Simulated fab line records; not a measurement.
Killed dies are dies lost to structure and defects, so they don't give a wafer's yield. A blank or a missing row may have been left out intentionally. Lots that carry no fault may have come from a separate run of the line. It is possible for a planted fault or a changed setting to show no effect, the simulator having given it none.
Chamber matching -- flow n5-finfet -- 3 sister chambers for N5_BEOL_M7_CURE_74 on uv-cure-03
The step cures SiCOH lowk, time 240 s. 3 wafers are shown with their chamber, then 9 later ones without.

## WAFERS WITH THEIR CHAMBER
wafer,chamber,wafer_temp_C_max
L076.6,2,386.0
L081.6,1,386.4
L089.6,0,386.1

## WAFERS WHOSE CHAMBER IS MISSING
wafer,wafer_temp_C_max
L090.2,386.3
L090.5,386.8
L090.6,386.5
L092.2,386.3
L092.3,385.9
L092.5,386.0
L094.1,386.0
L094.3,386.0
L094.5,386.1

## WHICH CHAMBER EACH WENT THROUGH
wafer,from the rows above,in truth
L090.2,can't be placed: 1 or 0 or 2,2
L090.5,1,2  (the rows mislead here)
L090.6,1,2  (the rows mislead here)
L092.2,can't be placed: 1 or 0 or 2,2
L092.3,can't be placed: 2 or 0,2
L092.5,can't be placed: 2 or 0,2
L094.1,can't be placed: 2 or 0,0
L094.3,can't be placed: 2 or 0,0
L094.5,can't be placed: 0 or 2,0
Correct placement for 0 of the 9. Cannot be placed on the basis of these rows: 7; the candidates contain the true chamber in 7. Placed wrongly: 2.
How it was worked out, from the rows above alone: a wafer's distance from a chamber is the root of the sum, over the readings, of the square of ((its reading less the chamber's mean) divided by the reading's scatter). The wafer belongs to the nearest chamber; if the next one is less than 2 further off, it can't be placed. Each chamber's mean is taken over the wafers shown for it. The scatter: root of mean squared gap, hidden wafer to nearest shown wafer, with one shown wafer a chamber.
